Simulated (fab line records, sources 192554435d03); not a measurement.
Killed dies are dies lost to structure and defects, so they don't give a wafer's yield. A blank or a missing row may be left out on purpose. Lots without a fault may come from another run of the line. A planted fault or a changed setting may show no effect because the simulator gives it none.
Split-lot experiment | flow n5_finfet | 7 lots, 39 wafers read, on a route of 1938 steps

THE SPLIT
At N5_HKMG_FIN_EXPOSE_46 (exposes mask NDIPOLE), the setting dose_mj was moved away from the recipe's 40 on 15 of the 39 wafers read, by -7.3% to -5.2%. The other wafers ran this setting at the recipe's value.

FROM THE SPLIT TO THE READING: what the file shows between them, 2 steps
- N5_HKMG_FIN_PEB_47: peb time 60 s
- N5_HKMG_FIN_DEVELOP_48: develop time 30 s

THE READING
cd_nm, in nm, at N5_HKMG_FIN_CD_MEAS_49 (target cd 202 nm). Fault-free wafers of this fab line usually give 201.6 nm, standard deviation 0.74 nm.

wafer  | tool, chamber at the split | dose_mj as run | against the recipe | cd_nm, nm | against lot-mates on the recipe
L074.1 | arfi_scanner-02, 0         | 40             | recipe             | 202.2     | -
L074.2 | arfi_scanner-02, 0         | 37.48          | -6.3%              | 198.4     | -3.4
L074.3 | arfi_scanner-02, 0         | 37.48          | -6.3%              | 198.9     | -2.9
L074.4 | arfi_scanner-02, 0         | 40             | recipe             | 201.4     | -
L074.5 | arfi_scanner-02, 0         | 40             | recipe             | 201.8     | -
L074.6 | arfi_scanner-02, 0         | 37.48          | -6.3%              | 198.5     | -3.3
L080.1 | arfi_scanner-03, 0         | 37.94          | -5.2%              | 197.3     | -4.0
L080.2 | arfi_scanner-03, 0         | 37.94          | -5.2%              | 197.5     | -3.8
L080.3 | arfi_scanner-03, 0         | 37.94          | -5.2%              | 197.2     | -4.1
L080.4 | arfi_scanner-03, 0         | 40             | recipe             | 201.3     | -
L080.5 | arfi_scanner-03, 0         | 40             | recipe             | 201.3     | -
L080.6 | arfi_scanner-03, 0         | 40             | recipe             | 201.4     | -
L082.1 | arfi_scanner-02, 0         | 40             | recipe             | 202.4     | -
L082.2 | arfi_scanner-02, 0         | 40             | recipe             | 202.8     | -
L082.3 | arfi_scanner-02, 0         | 37.47          | -6.3%              | 197.1     | -5.2
L082.4 | arfi_scanner-02, 0         | 37.47          | -6.3%              | 197.4     | -4.9
L082.5 | arfi_scanner-02, 0         | 40             | recipe             | 201.7     | -
L082.6 | arfi_scanner-02, 0         | 37.47          | -6.3%              | 198.6     | -3.7
L083.1 | arfi_scanner-02, 0         | 40             | recipe             | 201.4     | -
L083.2 | arfi_scanner-02, 0         | 40             | recipe             | 201.3     | -
L083.4 | arfi_scanner-02, 0         | 40             | recipe             | 200.8     | -
L087.1 | arfi_scanner-03, 0         | 37.93          | -5.2%              | 199.4     | -2.5
L087.2 | arfi_scanner-03, 0         | 37.93          | -5.2%              | 199.4     | -2.5
L087.3 | arfi_scanner-03, 0         | 40             | recipe             | 201.0     | -
L087.4 | arfi_scanner-03, 0         | 40             | recipe             | 201.6     | -
L087.5 | arfi_scanner-03, 0         | 40             | recipe             | 203.1     | -
L087.6 | arfi_scanner-03, 0         | 37.93          | -5.2%              | 198.2     | -3.7
L085.1 | arfi_scanner-01, 0         | 40             | recipe             | 201.4     | -
L085.2 | arfi_scanner-01, 0         | 40             | recipe             | 201.0     | -
L085.3 | arfi_scanner-01, 0         | 40             | recipe             | 201.2     | -
L085.4 | arfi_scanner-01, 0         | 37.06          | -7.3%              | 197.0     | -4.2
L085.5 | arfi_scanner-01, 0         | 37.06          | -7.3%              | 197.4     | -3.8
L085.6 | arfi_scanner-01, 0         | 37.06          | -7.3%              | 196.0     | -5.2
L092.1 | arfi_scanner-03, 0         | 40             | recipe             | 203.5     | -
L092.2 | arfi_scanner-03, 0         | 40             | recipe             | 202.3     | -
L092.3 | arfi_scanner-03, 0         | 40             | recipe             | 202.9     | -
L092.4 | arfi_scanner-03, 0         | 40             | recipe             | 202.2     | -
L092.5 | arfi_scanner-03, 0         | 40             | recipe             | 202.7     | -
L092.6 | arfi_scanner-03, 0         | 40             | recipe             | 202.9     | -

THE FIT
A straight line over all 39 wafers: cd_nm changes by +0.658 nm for each +1% of dose_mj; r = +0.93; the points scatter about the line by 0.81 nm.
The same after taking each lot's own level away (the mean of its wafers on the recipe; 39 wafers): +0.624 nm for each +1%; r = +0.95; scatter 0.6 nm.
On that fit, the largest move of dose_mj shifts the reading by 4.6 nm.
The lots' own levels span 201.17 to 202.75 nm, that is 2.1 times the standard deviation above.
So the lot-to-lot level changes the slope little: the two slopes agree.
Check: with one of the wafers moved furthest among these (-7.3%) left out of the fit, the line predicts -4.65 nm for it against its lot-mates. It came out at -4.2 nm against them.

THE WHOLE CHAIN: every reading that the file lists as answering this split, in the file's order
step                   | what it does                                           | reading                                                                | change (the file's fit)               | r (the file's)
N5_HKMG_FIN_CD_MEAS_49 | target cd 202 nm                                       | cd_nm                                                                  | +0.622 nm for each +1% of the setting | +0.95
N5_HKMG_FIN_ETCH_54    | etches SiARC in CF4, target depth 45.5 nm, time 75.8 s | HKMG_FIN.cd_offset_nm (the simulator's own value, which no gauge read) | +0.629 nm for each +1% of the setting | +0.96

THE FILE'S OWN FIT
cd_nm changes by +0.622 nm for each +1% of dose_mj, r = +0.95.
